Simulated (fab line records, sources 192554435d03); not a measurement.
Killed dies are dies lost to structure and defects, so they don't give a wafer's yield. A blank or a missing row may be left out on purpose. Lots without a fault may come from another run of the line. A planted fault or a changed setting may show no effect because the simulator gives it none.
Chamber matching | flow n5_finfet | N5_BEOL_M8_CURE_74 on uv_cure-03: 3 sister chambers
The step cures SiCOH lowk, time 240 s. 3 wafers are shown with their chamber, then 12 later ones without.

WAFERS WITH THEIR CHAMBER
wafer  | chamber | wafer_temp_C_max
L076.6 | 2       | 387.1
L081.6 | 0       | 387.2
L086.5 | 1       | 386.2

WAFERS WITHOUT THEIR CHAMBER
wafer  | wafer_temp_C_max
L085.2 | 386.8
L085.4 | 387.5
L085.5 | 387.5
L093.2 | 386.1
L093.4 | 385.8
L093.5 | 386.1
L094.1 | 387.1
L094.2 | 388.1
L094.3 | 387.4
L094.4 | 387.1
L094.5 | 387.5
L094.6 | 386.9

WHICH CHAMBER EACH WENT THROUGH
wafer  | from the rows above          | in truth
L085.2 | can't be placed: 2 or 0 or 1 | 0
L085.4 | can't be placed: 0 or 2      | 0
L085.5 | can't be placed: 0 or 2      | 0
L093.2 | 1                            | 1
L093.4 | 1                            | 1
L093.5 | 1                            | 1
L094.1 | can't be placed: 2 or 0      | 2
L094.2 | can't be placed: 0 or 2      | 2
L094.3 | can't be placed: 0 or 2      | 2
L094.4 | can't be placed: 2 or 0      | 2
L094.5 | can't be placed: 0 or 2      | 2
L094.6 | can't be placed: 2 or 0 or 1 | 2
Placed correctly: 3 of 12. Can't be placed from these rows: 9 (the true chamber is among the candidates in 9). Placed wrongly: 0.
How it was worked out, from the rows above alone: a wafer's distance from a chamber is the root of the sum, over the readings, of the square of ((its reading less the chamber's mean) divided by the reading's scatter). The wafer belongs to the nearest chamber; if the next one is less than 2 further off, it can't be placed. A chamber's mean is the mean of its shown wafers. The scatter: with one shown wafer a chamber, the root of the mean of the squares of how far each hidden wafer lies from its nearest shown one.
